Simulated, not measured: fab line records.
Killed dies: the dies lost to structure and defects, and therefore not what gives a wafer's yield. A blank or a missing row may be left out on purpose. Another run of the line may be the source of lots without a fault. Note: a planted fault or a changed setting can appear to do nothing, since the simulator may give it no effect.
The tool behind it: which one? | flow n5_finfet | 11 lots, 33 wafers sampled, at 5 steps of a route of 1938

== WHAT THE GAUGES READ, wafer by wafer ==
N5_BEOL_M10_CD_MEAS_35: target cd 70 nm.
lot  | measured     | on        | cd_nm (nm)
L279 | day 9 17:48  | cd_sem-01 | 70.1 70.0 70.0
L282 | day 11 07:52 | cd_sem-02 | 70.5 70.4 70.0
L283 | day 11 16:10 | cd_sem-01 | 70.3 70.1 70.3
L284 | day 12 00:51 | cd_sem-03 | 69.7 69.7 70.1
L285 | day 12 07:32 | cd_sem-03 | 70.0 69.6 69.7
L288 | day 12 16:18 | cd_sem-03 | 70.2 69.4 70.0
L293 | day 14 09:34 | cd_sem-01 | 69.3 70.3 70.5
L295 | day 14 13:22 | cd_sem-02 | 69.9 70.1 69.6
L298 | day 14 21:16 | cd_sem-03 | 70.4 69.5 69.6
L302 | day 16 16:46 | cd_sem-01 | 69.1 70.0 69.4
L301 | day 17 04:32 | cd_sem-01 | 69.0 69.4 69.0

N5_BEOL_M11_THK_MEAS_01.
lot  | measured     | on            | M11_ILD_THK (nm)
L279 | day 9 22:24  | film_metro-01 | 266 268 271
L282 | day 11 11:34 | film_metro-02 | 266 269 265
L283 | day 11 19:14 | film_metro-01 | 263 261 264
L284 | day 12 05:16 | film_metro-02 | 262 266 268
L285 | day 12 10:50 | film_metro-02 | 305 303 306
L288 | day 12 20:31 | film_metro-02 | 307 302 309
L293 | day 14 13:35 | film_metro-01 | 261 262 268
L295 | day 14 17:43 | film_metro-02 | 265 269 270
L298 | day 15 01:47 | film_metro-01 | 263 264 267
L302 | day 16 21:22 | film_metro-01 | 269 270 272
L301 | day 17 07:52 | film_metro-02 | 273 272 269

N5_BEOL_M11_CD_MEAS_11: target cd 64.1 nm.
lot  | measured     | on        | cd_nm (nm)
L279 | day 9 23:59  | cd_sem-02 | 63.6 63.6 63.7
L282 | day 11 13:30 | cd_sem-01 | 64.2 63.4 63.4
L283 | day 11 21:25 | cd_sem-03 | 63.9 63.6 63.8
L284 | day 12 07:22 | cd_sem-01 | 64.1 63.6 63.9
L285 | day 12 12:46 | cd_sem-02 | 62.8 63.2 63.7
L288 | day 12 21:41 | cd_sem-01 | 64.5 64.0 64.8
L293 | day 14 14:04 | cd_sem-03 | 64.0 63.9 64.4
L295 | day 14 21:23 | cd_sem-01 | 63.9 64.7 63.8
L298 | day 15 03:06 | cd_sem-02 | 63.7 64.2 64.3
L302 | day 16 22:21 | cd_sem-01 | 64.0 64.1 63.2
L301 | day 17 09:03 | cd_sem-03 | 63.9 63.2 62.8

== TOOL THAT RAN EACH LOT (tool first, then ch and the chambers of the sampled wafers, then the start) ==
lot  | N5_BEOL_M10_ALD_74                  | N5_BEOL_M11_CURE_71
L279 | ald_metal-01 ch 0,1,3, day 9 19:35  | uv_cure-03 ch 0, day 9 21:58
L282 | ald_metal-03 ch 0,3, day 11 08:47   | uv_cure-02 ch 1, day 11 11:17
L283 | ald_metal-03 ch 1,2,3, day 11 16:53 | uv_cure-01 ch 1, day 11 18:43
L284 | ald_metal-01 ch 0,1,3, day 12 03:08 | uv_cure-01 ch 0, day 12 04:50
L285 | ald_metal-03 ch 1,2, day 12 08:37   | uv_cure-03 ch 1, day 12 10:24
L288 | ald_metal-01 ch 0,2, day 12 17:25   | uv_cure-01 ch 0, day 12 20:05
L293 | ald_metal-03 ch 0,3, day 14 10:29   | uv_cure-01 ch 0, day 14 13:10
L295 | ald_metal-01 ch 0,1,3, day 14 15:02 | uv_cure-01 ch 0, day 14 17:17
L298 | ald_metal-02 ch 2,3, day 14 22:28   | uv_cure-02 ch 2, day 15 01:17
L302 | ald_metal-03 ch 0,1,2, day 16 17:33 | uv_cure-01 ch 0, day 16 20:52
L301 | ald_metal-01 ch 1,2, day 17 05:12   | uv_cure-03 ch 2, day 17 07:36
- N5_BEOL_M10_ALD_74: deposits TaN, target thk 2 nm, pulse time 2 s, purge time 3 s.
- N5_BEOL_M11_CURE_71: cures SiCOH lowk, time 240 s.

== WHAT THE TOOLS THEMSELVES READ (means of the sampled wafers that have a number; where no wafer has one, the mark that the record gives instead) ==
N5_BEOL_M10_ALD_74.
lot  | tool         | heater_power_w (W) | susceptor_temp_C (C)
L279 | ald_metal-01 | 441                | 274.94
L282 | ald_metal-03 | 477                | 275.04
L283 | ald_metal-03 | 468                | 274.93
L284 | ald_metal-01 | 441                | 274.95
L285 | ald_metal-03 | 457                | 274.84
L288 | ald_metal-01 | 438                | 275.06
L293 | ald_metal-03 | 474                | 274.92
L295 | ald_metal-01 | 444                | 274.91
L298 | ald_metal-02 | 444                | 274.95
L302 | ald_metal-03 | 465                | 274.84
L301 | ald_metal-01 | 488                | 275.20

N5_BEOL_M11_CURE_71.
lot  | tool       | lamp_power_pct (%) | run_length_s (s) | wafer_temp_C_max
L279 | uv_cure-03 | 52.28              | 286.9            | 386.6
L282 | uv_cure-02 | 52.30              | 285.1            | 387.7
L283 | uv_cure-01 | 52.27              | 285.6            | 387.7
L284 | uv_cure-01 | 52.30              | 286.0            | 386.5
L285 | uv_cure-03 | -                  | -                | -
L288 | uv_cure-01 | -                  | -                | -
L293 | uv_cure-01 | 52.32              | 285.6            | 386.1
L295 | uv_cure-01 | 52.31              | 285.9            | 386.3
L298 | uv_cure-02 | 52.34              | 285.8            | 386.5
L302 | uv_cure-01 | 52.36              | 286.0            | 386.7
L301 | uv_cure-03 | 52.29              | 286.1            | 386.3

== THE ANSWER, worked out from the rows above alone ==
Rule: the lots themselves supply what counts as usual. The widest of any qualifying gaps counts: lots, ordered by their means at a reading, are off when they make up no more than a third of the lots, leave a main group of 4 or more, and stand apart from it by 3 or more times the standard deviation of that group's means. A main group whose means are all the same, to the digits that the tables above print for the reading, isn't used. Also off: a lot with no number at a reading for which 4 or more lots have one. The other lots that the step has rows for count as sound. The gauges are gone through in route order, then the tools' own readings, and for those a lot's mean is taken as printed above. At the first step where some lot is off, the reading lying furthest off is the one used; lots without a number count as furthest.
Off: at N5_BEOL_M11_THK_MEAS_01 (M11_ILD_THK), L285, L288. For the main group the mean is 267 nm and the standard deviation 2.8.
A tool fits if, at a process step before that reading, it ran every lot that is off, and no sound lot after the first of them. Not tried: the gauges at N5_BEOL_M11_THK_MEAS_01; whatever is off there is also off at N5_BEOL_M11_CURE_71, on other tools, and gauge error can't account for it. None of those tried fits.

== WHAT THE SIMULATOR PUT IN ==
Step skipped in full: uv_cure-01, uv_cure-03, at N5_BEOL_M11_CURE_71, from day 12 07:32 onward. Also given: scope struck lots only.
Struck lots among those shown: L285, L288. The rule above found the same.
